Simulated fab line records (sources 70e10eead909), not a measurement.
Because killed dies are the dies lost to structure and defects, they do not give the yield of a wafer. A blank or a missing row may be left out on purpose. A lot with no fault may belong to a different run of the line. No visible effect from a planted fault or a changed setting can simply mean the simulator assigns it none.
fab line records	flow nand-harc
record: lots: 12	wafers: 36	last-day: 34
route steps=1302 shown A_CONTACT@998
lots that met no fault: taken from a fault-free run of the same line
start-h: start of the lot's first displayed wafer, in hours after the record's first day	wait-h: hours since the lot's step before	" the same as in the row above	L1.1+2: a row that stands for several wafers	- either no value or no given start	* or withheld: withheld	< > ~ a bound
route shown NAME@n: names a module that has steps shown in the file, with the first one's number in the route	usual: mean/standard deviation taken from wafers without a fault	same: alike in all rows	chamber/n: place in a boat	sites: the reading at each site	_std_site: standard deviation of those values	_edge_site: outer sites' mean less inner sites'	radius-mm: how far each site lies from the wafer's centre	mask NAME#n: copy n	behind: tool/chamber where the wafer was last shaped	hold: cause of the lot's hold/its duration in hours/its outcome	device: the transistor (n, p or np) that didn't switch	end of line: the tests these same wafers got at the end of their route	a step with no rows: only its recipe	killed: dies lost to structure and defects at the first sort, not the wafer's yield	map: the dies of a wafer, with x for killed, . for not killed, _ for no die there
set.NAME: the setting as run; set.NAME@STEP: as run at that earlier step	model.NAME: the simulator's own value behind a step, which no gauge read
the route's steps for a sample of lots (tables are steps, rows are wafers)
services: from which hour (start-h, from the record's first day; less than 0 if before it) a tool's chamber was out of use, for how many hours, and why
== steps ==
step: NHARC_A_CONTACT_OVL_MEAS_43
usual: overlay-x-nm: 0.2/0.61	overlay-y-nm: 0.1/0.8
lot.wafer	tool	chamber	start-h	wait-h	overlay-x-nm	overlay-y-nm
L598.1	overlay-01	-	505.38	-	-0.9	-0.4
L598.5	"	-	"	"	-0.4	0.3
L598.6	"	-	"	"	-0.9	-0.2
L600.3	overlay-01	-	522.96	-	0.8	1.3
L600.5	"	-	"	"	0.7	1.2
L600.6	"	-	"	"	0.9	1.4
L599.3	overlay-02	-	523.21	-	0.0	1.0
L599.4	"	-	"	"	0.3	0.6
L599.5	"	-	"	"	-0.2	0.7
L601.1	overlay-02	-	523.39	-	0.2	0.1
L601.5	"	-	"	"	-0.1	-0.1
L601.6	"	-	"	"	0.1	-0.3
L606.1	overlay-02	-	581.15	-	0.3	0.3
L606.2	"	-	"	"	-0.3	0.9
L606.6	"	-	"	"	-0.3	0.9
L604.2	overlay-01	-	581.48	-	0.8	0.4
L604.3	"	-	"	"	0.0	0.5
L604.5	"	-	"	"	0.7	0.8
L608.1	overlay-01	-	597.27	-	0.6	-0.7
L608.4	"	-	"	"	0.6	-0.9
L608.5	"	-	"	"	0.4	-0.9
L616.1	overlay-01	-	684.78	-	-0.5	0.4
L616.3	"	-	"	"	-1.0	0.2
L616.4	"	-	"	"	-0.6	0.5
L615.1	overlay-02	-	685.20	-	0.3	1.3
L615.4	"	-	"	"	-0.5	0.9
L615.5	"	-	"	"	-0.2	1.5
L617.2	overlay-01	-	690.84	-	0.4	0.2
L617.3	"	-	"	"	0.3	0.0
L617.6	"	-	"	"	0.6	-0.4
L618.4	overlay-01	-	716.56	-	-0.2	-2.2
L618.5	"	-	"	"	-0.2	-1.9
L618.6	"	-	"	"	-0.2	-2.0
L619.1	overlay-01	-	736.24	-	1.1	-1.2
L619.2	"	-	"	"	0.6	-1.9
L619.4	"	-	"	"	0.8	-1.2
step: NHARC_A_CONTACT_ETCH_48
recipe: target-depth-a: 390	over-etch-frac: 0.3	time-s: 65	ion-energy-ev: 80	cf4-flow-sccm: 150	ar-flow-sccm: 0	rf-w: 300	bias-w: 100	chemistry: CF4
usual: drypump-motor-current-A: 5.7/0.42	oes-product-au: 1.002/0.0068	over-etch-frac: 0.3/0	rf-vpp-V: 151.5/1.2	showerhead-plenum-p-Torr: 1.78/0.062	throttle-valve-pct: 13.285/0.0088
lot.wafer	tool	chamber	start-h	wait-h	drypump-motor-current-A	oes-product-au	over-etch-frac	rf-hours-counter-h	rf-vpp-V	showerhead-plenum-p-Torr	throttle-valve-pct
L598.1	rie-diel-11	3	505.57	0.1	5.8	1.004	0.3	9	152.6	1.85	13.284
L598.5	"	2	"	"	5.8	1.008	0.3	-	151.6	1.73	13.286
L598.6	"	3	"	"	5.8	1.011	0.3	-	152.8	1.85	13.290
L600.3	rie-diel-11	0	523.15	0.1	4.9	1.005	0.3	12	151.0	1.71	13.284
L600.6	"	3	"	"	5.8	1.005	0.3	-	153.6	1.85	13.300
L600.5	"	0	"	"	4.9	1.001	0.3	-	150.7	1.71	13.275
L599.3	rie-diel-03	0	523.41	0.1	6.2	0.984	0.3	16	152.2	1.88	13.283
L599.4	"	1	"	"	5.2	0.990	0.3	20	153.3	1.89	13.276
L599.5	"	2	"	"	6.8	0.991	0.3	-	151.1	1.80	13.301
L601.1	rie-diel-11	1	523.59	0.1	5.7	1.002	0.3	14	152.1	1.82	13.282
L601.6	"	2	"	"	5.8	1.015	0.3	-	151.4	1.73	13.258
L601.5	"	3	"	"	5.8	0.996	0.3	-	151.2	1.85	13.284
L606.2	rie-diel-11	3	581.34	0.1	5.8	1.004	0.3	22	152.3	1.85	13.285
L606.1	"	0	"	"	4.9	1.012	0.3	21	150.9	1.71	13.275
L606.6	"	2	"	"	5.8	1.011	0.2226	-	150.3	1.72	13.279
L604.3	rie-diel-10	3	581.67	0.1	5.3	1.006	0.3	54	150.4	1.77	13.292
L604.2	"	0	"	"	5.8	1.009	0.3	33	152.3	1.76	13.296
L604.5	"	2	"	"	6.3	1.001	0.3	-	151.0	1.68	13.267
L608.1	rie-diel-11	0	597.46	0.1	4.9	1.000	0.3	25	150.3	1.71	13.300
L608.4	"	2	"	"	5.8	0.999	0.2226	27	150.2	1.72	13.283
L608.5	"	0	"	"	4.9	1.004	0.3	-	150.5	1.71	13.282
L616.1	rie-diel-11	1	684.97	0.1	5.7	0.991	0.3	12	151.6	1.81	13.287
L616.3	"	3	"	"	5.8	0.987	0.3	11	153.5	1.85	13.284
L616.4	"	0	"	"	4.9	0.985	0.3	9	149.6	1.71	13.290
L615.4	rie-diel-10	1	685.38	0.1	5.8	1.006	0.3	30	153.8	1.85	13.281
L615.1	"	3	"	"	5.3	1.000	0.3	27	150.4	1.76	13.271
L615.5	"	1	"	"	5.8	1.003	0.3	-	153.2	1.85	13.287
L617.3	rie-diel-11	2	691.03	0.1	5.8	1.007	0.3	13	149.0	1.72	13.285
L617.2	"	3	"	"	5.8	0.993	0.3	12	151.3	1.85	13.298
L617.6	"	1	"	"	5.7	0.993	0.3	-	153.3	1.81	13.278
L618.6	rie-diel-11	2	716.79	0.1	5.8	1.004	0.3	-	150.8	1.72	13.289
L618.5	"	3	"	"	5.8	0.988	0.3	-	151.4	1.85	13.282
L618.4	"	0	"	"	4.9	1.003	0.3	-	150.7	1.70	13.279
L619.4	rie-diel-11	3	736.42	0.1	5.8	0.994	0.3	20	152.0	1.84	13.288
L619.1	"	0	"	"	4.9	1.004	0.3	18	149.3	1.70	13.285
L619.2	"	2	"	"	5.8	1.013	0.3	22	149.8	1.72	13.286
step: NHARC_A_CONTACT_ETCH_50
recipe: target-depth-a: 1210	time-s: 60.5	cf4-flow-sccm: 100	chf3-flow-sccm: 30	ar-flow-sccm: 0	rf-w: 500	bias-w: 200	chemistry: CF4/CHF3
usual: drypump-motor-current-A: 5.7/0.43	oes-product-au: 0.956/0.021	rf-vpp-V: 370.8/2	showerhead-plenum-p-Torr: 1.58/0.057	throttle-valve-pct: 16.802/0.0088
lot.wafer	tool	chamber	start-h	wait-h	drypump-motor-current-A	oes-product-au	rf-hours-counter-h	rf-vpp-V	showerhead-plenum-p-Torr	throttle-valve-pct
L598.1	rie-diel-11	0	-	-	4.9	0.969	10	368.5	1.52	16.786
L598.5	"	1	"	"	5.7	0.974	-	372.4	1.62	16.821
L598.6	"	2	"	"	5.8	0.961	-	369.9	1.54	16.800
L600.3	rie-diel-11	0	-	-	4.9	0.959	12	368.2	1.52	16.804
L600.6	"	2	"	"	5.8	0.979	-	369.3	1.54	16.810
L600.5	"	3	"	"	5.8	0.981	-	373.6	1.65	16.818
L599.4	rie-diel-03	1	-	-	5.2	0.921	20	373.7	1.68	16.792
L599.3	"	2	"	"	6.8	0.925	13	371.6	1.60	16.818
L599.5	"	0	"	"	6.1	0.912	-	373.6	1.68	16.798
L601.1	rie-diel-11	2	-	-	5.8	0.984	15	368.5	1.54	16.814
L601.5	"	3	"	"	5.9	0.979	-	371.9	1.65	16.798
L601.6	"	0	"	"	4.9	0.967	-	369.9	1.52	16.807
L606.1	rie-diel-11	1	-	-	5.7	0.985	21	373.2	1.62	16.789
L606.2	"	0	"	"	4.9	0.966	21	369.6	1.52	16.813
L606.6	"	1	"	"	5.7	0.979	-	373.1	1.62	16.800
L604.3	rie-diel-10	3	-	-	5.3	0.921	55	369.8	1.57	16.810
L604.2	"	0	"	"	5.8	0.930	34	371.3	1.57	16.794
L604.5	"	1	"	"	5.8	0.917	-	374.2	1.66	16.787
L608.4	rie-diel-11	2	-	-	5.8	0.955	27	369.3	1.53	16.789
L608.1	"	3	"	"	5.8	0.951	24	371.9	1.65	16.794
L608.5	"	2	"	"	5.8	0.960	-	370.7	1.53	16.808
L616.4	rie-diel-11	0	-	-	4.9	0.979	9	370.0	1.52	16.793
L616.3	"	2	"	"	5.8	0.963	12	367.1	1.53	16.814
L616.1	"	3	"	"	5.8	0.978	11	372.6	1.64	16.798
L615.1	rie-diel-10	2	-	-	6.3	0.961	31	367.6	1.49	16.808
L615.4	"	3	"	"	5.4	0.964	28	370.5	1.56	16.796
L615.5	"	2	"	"	6.3	0.968	-	367.5	1.49	16.820
L617.3	rie-diel-11	0	-	-	4.9	0.965	11	369.3	1.52	16.805
L617.2	"	3	"	"	5.8	0.958	13	374.4	1.64	16.808
L617.6	"	1	"	"	5.7	0.990	-	372.1	1.61	16.803
L618.6	rie-diel-11	0	-	-	4.9	0.957	-	369.4	1.51	16.807
L618.4	"	2	"	"	5.9	0.968	-	371.0	1.53	16.806
L618.5	"	3	"	"	5.9	0.950	-	372.0	1.64	16.799
L619.2	rie-diel-11	1	-	-	5.7	0.979	19	371.6	1.61	16.790
L619.1	"	2	"	"	5.9	0.969	22	369.3	1.53	16.807
L619.4	"	0	"	"	4.9	0.977	18	367.9	1.51	16.810
step: NHARC_A_CONTACT_ETCH_112
recipe: source-w: withheld	pressure-mtorr: 20	bias-v: 3000	time-s: 190	target-depth-a: 18500	ar-flow-sccm: withheld	c4f8-flow-sccm: withheld	o2-flow-sccm: withheld	chemistry: C4F8/O2/Ar
lot.wafer	tool	chamber	start-h	wait-h	rf-hours-counter-h
L598.1	har-cap-etch-03	0	507.50	0.2	45
L598.6	"	0	"	"	-
L598.5	"	1	"	"	-
L600.3	har-cap-etch-02	0	525.38	0.2	-
L600.5	"	1	"	"	-
L600.6	"	0	"	"	-
L599.3	har-cap-etch-01	0	525.39	0.2	-
L599.4	"	1	"	"	-
L599.5	"	1	"	"	-
L601.1	har-cap-etch-03	0	526.17	0.2	49
L601.6	"	0	"	"	-
L601.5	"	1	"	"	-
L606.1	har-cap-etch-03	1	583.26	0.2	58
L606.2	"	0	"	"	58
L606.6	"	1	"	"	-
L604.2	har-cap-etch-01	0	583.58	0.2	11
L604.3	"	1	"	"	-
L604.5	"	1	"	"	-
L608.1	har-cap-etch-03	1	599.43	0.2	63
L608.4	"	0	"	"	-
L608.5	"	0	"	"	-
L616.1	har-cap-etch-02	1	686.93	0.2	119
L616.3	"	0	"	"	-
L616.4	"	1	"	"	-
L615.1	har-cap-etch-01	0	687.31	0.2	30
L615.4	"	0	"	"	-
L615.5	"	1	"	"	-
L617.2	har-cap-etch-02	1	692.96	0.2	122
L617.3	"	1	"	"	-
L617.6	"	1	"	"	-
L618.4	har-cap-etch-03	1	719.15	0.2	-
L618.6	"	0	"	"	-
L618.5	"	1	"	"	-
L619.2	har-cap-etch-01	0	738.37	0.2	37
L619.1	"	1	"	"	37
L619.4	"	1	"	"	-
== services ==
tool	chamber	start-h	hours	kind
rie-diel-03	2	490.23	16.0	repair
rie-diel-11	0	491.47	-	clean
rie-diel-11	1	491.47	-	clean
rie-diel-11	2	491.47	-	clean
rie-diel-11	3	491.47	-	clean
har-cap-etch-01	-	498.08	17.0	pm
rie-diel-11	0	515.97	-	clean
rie-diel-11	1	515.97	-	clean
rie-diel-11	2	515.97	-	clean
rie-diel-11	3	515.97	-	clean
rie-diel-11	0	540.47	-	clean
rie-diel-11	1	540.47	-	clean
rie-diel-11	2	540.47	-	clean
rie-diel-11	3	540.47	-	clean
rie-diel-11	0	565.00	-	clean
rie-diel-11	1	565.00	-	clean
rie-diel-11	3	589.56	5.1	repair
rie-diel-10	-	598.20	9.0	pm
rie-diel-11	-	610.46	9.0	pm
rie-diel-11	0	623.90	8.0	repair
rie-diel-10	3	627.91	2.3	repair
rie-diel-03	-	637.87	9.0	pm
rie-diel-03	0	660.94	4.6	repair
rie-diel-10	3	701.09	2.6	repair
== key ==
first-sign: step: NHARC_A_CONTACT_ETCH_48	reading: over-etch-frac	direction: down	sigmas: 99+	usual: 0.3	struck: 0.2226
effect none on later readings
met-at NHARC_A_CONTACT_ETCH_48
struck-lots L606,L608
struck-wafers L606.6,L608.4
tester-left-out L606,L608
not-acting-at NHARC_A_CONTACT_OVL_MEAS_43,NHARC_A_CONTACT_ETCH_50,NHARC_A_CONTACT_ETCH_112
onset-between 523.59 581.34
fault: kind: process-parameter-drift	tool: rie-diel-11	chamber: 2	onset-h: 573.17	steps: NHARC_A_CONTACT_ETCH_48	channel: over-etch-frac	offset: -0.077404	shape: step	end-h: 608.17	acts-in: these-recipes-only	stated: 0.3
tester-left-out: of these lots the tester's yield and bins aren't shown, on N5 and GAA mostly nor the transistor test; their killed dies are dies lost to structure and defects alone, not to doping, threshold or leakage, so they don't give the yield
